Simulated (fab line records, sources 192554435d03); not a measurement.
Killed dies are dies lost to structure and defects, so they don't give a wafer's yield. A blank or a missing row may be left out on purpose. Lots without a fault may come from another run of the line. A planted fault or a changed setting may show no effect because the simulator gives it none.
A struck lot beside a sound one | flow n5_finfet | 39 steps out of a route of 1938
Sound: wafers L362.1, L362.3, L362.5. Struck: wafer L366.3. (L366.2, L366.4 of the same lot were not struck and are left out.) The cause comes at the end.
At each step with rows: each side's tool, then ch and its chambers, then its first start. Under that, the readings that differ: sound wafers | struck wafers | difference of the means | sigmas: that difference in standard deviations of wafers without a fault.
alike: readings whose means differ by less than 2 such deviations, and words and numbers that are the same on both sides. not compared: withheld readings, readings that some wafer has no value for, bounds like >300 that may hide the same value, and numbers for which the record gives no deviation and whose values overlap.
The two part at a step that has a row with sigmas, a row that says differs or no value, or rows on one side only. Numbers that don't overlap but have no deviation are shown without sigmas and don't part them. A reading that every wafer of one side lacks parts them only if that side has two wafers or more.

first, 11 steps without rows for these wafers: N5_BEOL_M2_STRIP_65 (strips in N2/H2); N5_BEOL_M2_STRIP_75 (strips in N2/H2); N5_BEOL_M2_STRIP_66 (strips in CF4); N5_BEOL_M2_HM_OPEN_17 (chemistry Cl2/BCl3, target TiN, target depth 20 nm, overetch 6 nm); N5_BEOL_M2_STRIP_19 (strips in O2); N5_BEOL_M2_COAT_67 (time 60 s, resist thk 60 nm); N5_BEOL_M2_COAT_68 (time 60 s, resist thk 12 nm); N5_BEOL_M2_COAT_76 (time 60 s, resist thk 5 nm); N5_BEOL_M2_COAT_22 (resist thk 30 nm); N5_BEOL_M2_EBR_24; N5_BEOL_M2_SOFTBAKE_23 (time 60 s).
N5_BEOL_M2_EXPOSE_25: exposes mask V1, defocus 5 nm.
  sound on euv_scanner-02 ch 0, day 8 18:13; struck on euv_scanner-02 ch 0, day 9 21:40
  alike: mask
then, 2 steps without rows for these wafers: N5_BEOL_M2_PEB_26 (peb time 60 s); N5_BEOL_M2_DEVELOP_27 (develop time 30 s).
N5_BEOL_M2_CD_MEAS_28: target cd 26.2 nm, target cd y 24.1 nm.
  sound on cd_sem-01 ch 0, day 8 18:21; struck on cd_sem-02 ch 0, day 9 21:48
  reading    | sound             | struck | difference | sigmas
  cd_nm (nm) | 26.41 26.30 26.35 | 23.44  | -2.91      | -12
then, 22 steps without rows for these wafers: N5_BEOL_M2_DESCUM_33 (chemistry O2, time 7 s); N5_BEOL_M2_ETCH_77 (etches underlayer in N2/H2, target depth 6.5 nm, time 5.2 s); N5_BEOL_M2_ETCH_69 (etches SiARC in CF4, target depth 15.6 nm, time 26 s); N5_BEOL_M2_ALD_98 (deposits SiO2, target thk 2.5 nm, pulse time 1 s, co reactant pulse time 1 s); N5_BEOL_M2_ETCHBACK_99 (etches SiO2 in CHF3, target depth 5 nm, time 10.4 s); N5_BEOL_M2_ETCH_70 (etches SOC in N2/H2, target depth 80 nm, overetch 24 nm, time 130 s); N5_BEOL_M2_STRIP_71 (strips in N2/H2); N5_BEOL_M2_STRIP_78 (strips in N2/H2); N5_BEOL_M2_VIA_ETCH_34 (etches the open film in C4F6/O2, target depth 69.4 nm, time 65.9 s); N5_BEOL_M2_STRIP_83 (strips in C4F6/O2); N5_BEOL_M2_STRIP_36 (strips in N2/H2); N5_BEOL_M2_TRENCH_ETCH_37 (etches SiOC in C4F6/O2, target depth 55.555 nm, time 29.2 s); N5_BEOL_M2_ETCH_41 (etches SiCN in CH3F/O2, target depth 29.9 nm, time 52.5 s); N5_BEOL_M2_STRIP_97 (strips in N2/H2, time 10 s); N5_BEOL_M2_HM_STRIP_39 (strips TiN in peroxide tin strip, target depth 25 nm, time 158 s); N5_BEOL_M2_SRD_40 (time 30 s); N5_BEOL_M2_PRECLEAN_42 (cleans in residue remover, time 60 s); N5_BEOL_M2_SRD_43 (time 30 s); N5_BEOL_M2_DEGAS_44 (time 60 s); N5_BEOL_M2_PRE_CLEAN_45 (time 30 s); N5_BEOL_M2_ALD_84 (deposits TaN, pulse time 2 s, purge time 3 s, co reactant purge time 2 s); N5_BEOL_M2_SURFACE_TREAT_85.
N5_BEOL_M4_RC_MEAS_101:
  the record has rows for the sound wafers here (prober-01 ch 0, day 9 21:47) and none for the struck ones
-- the record jumps here: 6 days lie between the struck wafers' starts before and after (it left off in module BEOL_M4 and takes up again in module PASSIVATION, whose first step shown is number 1936 of the route) --
N5_PASSIVATION_PROBE_49:
  sound on prober-02, day 14 19:40; struck on prober-01, day 15 12:30
  reading                  | sound | struck | difference | sigmas
  defect_limited_yield (%) | 89.9  | 0      | -90        | -64
  killed_at_M0_to_M3       | 46    | 1100   | +1054      | +96
  killed_dies              | 119   | 1180   | +1061      | +62
  killed_on_rim            | 15    | 152    | +137       | +33
  sort_n_pass              | 1061  | 0      | -1061      | -62
  sort_yield_pct (%)       | 89.9  | 0      | -90        | -64
  alike: killed_at_M4_up, killed_at_contacts, killed_at_front_end, killed_at_other, killed_open, killed_short, sort_bin_5_function, sort_bin_6_memory

WHERE THEY PART
First at N5_BEOL_M2_CD_MEAS_28; last, within this record, at N5_PASSIVATION_PROBE_49.

WHY: what the simulator had put in
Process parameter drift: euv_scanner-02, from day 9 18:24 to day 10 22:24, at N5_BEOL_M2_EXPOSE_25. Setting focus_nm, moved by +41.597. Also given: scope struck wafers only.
